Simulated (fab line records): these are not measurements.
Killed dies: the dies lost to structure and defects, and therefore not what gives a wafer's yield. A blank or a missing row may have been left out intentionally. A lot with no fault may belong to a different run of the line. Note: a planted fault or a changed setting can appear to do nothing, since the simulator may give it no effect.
What tool caused it? -- flow n5 finfet -- 34 wafers from 12 lots sampled at 4 of the route's 1938 steps

WHAT THE GAUGES READ, wafer by wafer
The record lacks any reading of a measuring or inspecting step that a usual standard deviation could be used to judge.

EACH LOT AND THE TOOL THAT RAN IT (in order: tool; ch and the chambers of the sampled wafers; start)
lot,N5_SDB_ETCH_17,N5_PASSIVATION_PRE_CLEAN_19,N5_PASSIVATION_STRIP_48,N5_PASSIVATION_PROBE_49
L906,"rie diel-01 ch 0,3, day 4 02:02","pvd sputter-01, day 16 21:44","rie diel-04 ch 2,3, day 17 01:20","prober-01, day 17 03:50"
L907,"rie diel-04 ch 0,1,3, day 4 03:55","pvd sputter-03, day 16 11:41","rie diel-04 ch 0,1, day 16 14:56",-
L908,"rie diel-01 ch 0,1, day 4 09:58","pvd sputter-02, day 17 02:07","rie diel-04 ch 1,2, day 17 05:34","prober-01, day 17 08:19"
L910,"rie diel-01 ch 1,2,3, day 5 00:25","pvd sputter-01, day 17 13:42","rie diel-05 ch 1,2,3, day 17 16:51","prober-01, day 17 19:26"
L911,"rie diel-04 ch 2,3, day 5 09:38","pvd sputter-02, day 17 22:27","rie diel-04 ch 0,2, day 18 01:42",-
L912,"rie diel-05 ch 0,2, day 5 18:23","pvd sputter-01, day 17 17:55","rie diel-05 ch 0,2,3, day 17 21:20","prober-02, day 17 23:50"
L913,"rie diel-05 ch 0,1,2, day 5 20:29","pvd sputter-01, day 17 23:21","rie diel-05 ch 0,2,3, day 18 02:32",-
L914,"rie diel-05 ch 0,2,3, day 6 03:44","pvd sputter-02, day 17 17:58","rie diel-01 ch 0,1, day 17 21:32","prober-02, day 18 00:08"
L918,"rie diel-01 ch 1,2,3, day 7 02:11","pvd sputter-01, day 19 16:06","rie diel-04 ch 0,1, day 19 19:42","prober-01, day 19 22:28"
L923,"rie diel-01 ch 1,2,3, day 8 05:18","pvd sputter-01, day 19 22:42","rie diel-05 ch 1,2, day 20 01:45",-
L925,"rie diel-01 ch 0,2,3, day 8 20:43","pvd sputter-03, day 20 21:22","rie diel-05 ch 0,1,2, day 21 00:28",-
L926,"rie diel-01 ch 0,2,3, day 9 04:02","pvd sputter-01, day 21 14:40","rie diel-04 ch 0,1,3, day 21 17:59",-
- N5_SDB_ETCH_17: etches SiARC in CF4, target depth 23.4 nm, time 39 s.
- N5_PASSIVATION_PRE_CLEAN_19
- N5_PASSIVATION_STRIP_48: strips in O2.
- N5_PASSIVATION_PROBE_49

AS READ BY THE TOOLS THEMSELVES (means over the sampled wafers that have a number; for cases with no such wafer, the mark the record gives instead)
N5_SDB_ETCH_17. Usual: drypump motor current A 6.0 A, standard deviation 0.42; etch rf on time s 38.9 s, standard deviation 1.1; mfc ar sccm 100.0 sccm, standard deviation 0.3; oes product au 0.70 a.u., standard deviation 0.077; rf vpp V 184.6 V, standard deviation 1.1; showerhead plenum p Torr 2.19 Torr, standard deviation 0.064; throttle valve pct 15.49 %, standard deviation 0.23.
lot,tool,drypump motor current A (A),etch rf on time s (s),mfc ar sccm (sccm),oes product au (a.u.),rf vpp V (V),showerhead plenum p Torr (Torr),throttle valve pct (%),flag
L906,rie diel-01,6.3,40.7,100.2,0.67,184.1,2.18,15.35,
L907,rie diel-04,5.7,38.2,100.0,0.69,183.8,2.17,15.66,
L908,rie diel-01,6.1,39.8,100.1,0.66,184.6,2.20,15.65,
L910,rie diel-01,5.9,39.5,100.0,0.63,184.7,2.13,15.55,
L911,rie diel-04,5.7,38.0,99.5,0.67,184.4,2.19,15.56,
L912,rie diel-05,5.7,38.9,100.2,0.77,185.1,2.21,15.30,
L913,rie diel-05,5.9,39.1,99.8,0.70,185.0,2.16,15.51,
L914,rie diel-05,6.1,38.5,99.8,0.79,185.6,2.24,15.27,
L918,rie diel-01,5.9,40.0,99.7,0.61,183.9,2.13,15.57,
L923,rie diel-01,6.0,39.2,100.1,0.61,183.1,2.13,15.59,
L925,rie diel-01,6.1,39.7,100.0,0.65,184.7,2.17,15.46,
L926,rie diel-01,6.0,39.9,100.0,0.64,184.2,2.17,15.48,

N5_PASSIVATION_PRE_CLEAN_19. Usual: 460 W for heater power w, sd 66.
lot,tool,heater power w (W),flag
L906,pvd sputter-01,401,
L907,pvd sputter-03,481,
L908,pvd sputter-02,437,
L910,pvd sputter-01,461,
L911,pvd sputter-02,408,
L912,pvd sputter-01,462,
L913,pvd sputter-01,473,
L914,pvd sputter-02,463,
L918,pvd sputter-01,460,
L923,pvd sputter-01,457,
L925,pvd sputter-03,475,
L926,pvd sputter-01,477,

N5_PASSIVATION_STRIP_48. Usual: drypump motor current A 5.9 A, standard deviation 0.44; oes product au 0.80 a.u., standard deviation 0.066; rf vpp V 3.8 V, standard deviation 2.6; showerhead plenum p Torr 2.11 Torr, standard deviation 0.062; throttle valve pct 16.61 %, standard deviation 0.17.
lot,tool,drypump motor current A (A),oes product au (a.u.),rf vpp V (V),showerhead plenum p Torr (Torr),throttle valve pct (%),flag
L906,rie diel-04,5.6,0.79,4.1,2.08,16.49,
L907,rie diel-04,5.5,0.86,3.5,2.08,16.65,
L908,rie diel-04,6.0,0.79,4.2,2.09,16.65,
L910,rie diel-05,6.2,0.77,5.1,2.17,16.67,
L911,rie diel-04,5.4,0.78,5.4,2.05,16.59,
L912,rie diel-05,6.0,0.76,4.5,2.16,16.56,
L913,rie diel-05,6.0,0.77,6.3,2.16,16.59,
L914,rie diel-01,6.1,0.81,3.6,2.10,16.73,
L918,rie diel-04,5.5,0.83,2.5,2.07,16.70,
L923,rie diel-05,6.0,0.78,3.3,2.16,16.74,
L925,rie diel-05,5.9,0.74,3.3,2.15,16.72,
L926,rie diel-04,5.7,0.84,1.5,2.09,16.69,

N5_PASSIVATION_PROBE_49. Usual: defect limited yield 91.1 %, standard deviation 1.4; killed_at_M0_to_M3 34, standard deviation 9.6; killed_at_M4_up 15, standard deviation 5.3; killed at contacts 12, standard deviation 6.1; killed at front end 40, standard deviation 11; killed at other 3.5, standard deviation 2.8; killed dies 105, standard deviation 17; killed open 70, standard deviation 12; killed short 34, standard deviation 7.7; sort_bin_4_leakage 0.01 %, standard deviation 0.07; sort_bin_5_function 5.2 %, standard deviation 0.97; sort_bin_6_memory 3.4 %, standard deviation 0.62; sort_bin_8_speed 0.00 %, standard deviation 0.023; sort n pass 1075, standard deviation 17; sort yield pct 91.1 %, standard deviation 1.4.
lot,tool,defect limited yield (%),killed_at_M0_to_M3,killed_at_M4_up,killed at contacts,killed at front end,killed at other,killed dies,killed open,killed short,sort_bin_4_leakage (%),sort_bin_5_function (%),sort_bin_6_memory (%),sort_bin_8_speed (%),sort n pass,sort yield pct (%),flag
L906,prober-01,91.9,25,15,3,46,7.0,96,64,29,0.20,4.6,3.3,0.00,1082,91.7,
L908,prober-01,90.2,36,18,17,43,2.0,116,79,35,0.00,6.4,3.3,0.00,1064,90.2,
L910,prober-01,90.9,36,14,15,42,1.0,107,69,38,0.03,5.2,3.4,0.00,1072,90.9,
L912,prober-02,91.2,41,15,12,34,3.0,104,65,35,0.00,5.4,3.0,0.00,1076,91.2,
L914,prober-02,82.7,23,18,15,143,5.7,204,64,26,0.00,11.1,4.1,0.00,976,82.7,OFF
L918,prober-01,89.9,44,16,22,36,1.0,119,85,33,0.00,6.0,4.0,0.00,1061,89.9,

THE ANSWER, worked out from the rows above alone
Rule: a lot counts as off when the mean over its wafers that have a number is more than 3 standard deviations away from the usual mean. Also off: a lot with no number at a reading for which 4 or more lots have one. The other lots that the step has rows for count as sound. After the gauges, taken in route order, come the tools' own readings; for these a lot's mean is taken, as printed above. The first step at which some lot is off is used, and at that step the reading that is off furthest; a lot without a number counts as furthest.
Off: L914 (N5_PASSIVATION_PROBE_49, killed at front end). Neither off nor sound, because the step has no rows for them: L907, L911, L913, L923, L925, L926.
If a tool, at that step or one of the process steps before it, ran each lot that is off and ran no sound lot following the first of them, it fits. Can't be told from this: 4 tools fit, rie diel-05 at N5_SDB_ETCH_17, pvd sputter-02 at N5_PASSIVATION_PRE_CLEAN_19, rie diel-01 at N5_PASSIVATION_STRIP_48, prober-02 at N5_PASSIVATION_PROBE_49.

WHAT WAS PUT IN BY THE SIMULATOR
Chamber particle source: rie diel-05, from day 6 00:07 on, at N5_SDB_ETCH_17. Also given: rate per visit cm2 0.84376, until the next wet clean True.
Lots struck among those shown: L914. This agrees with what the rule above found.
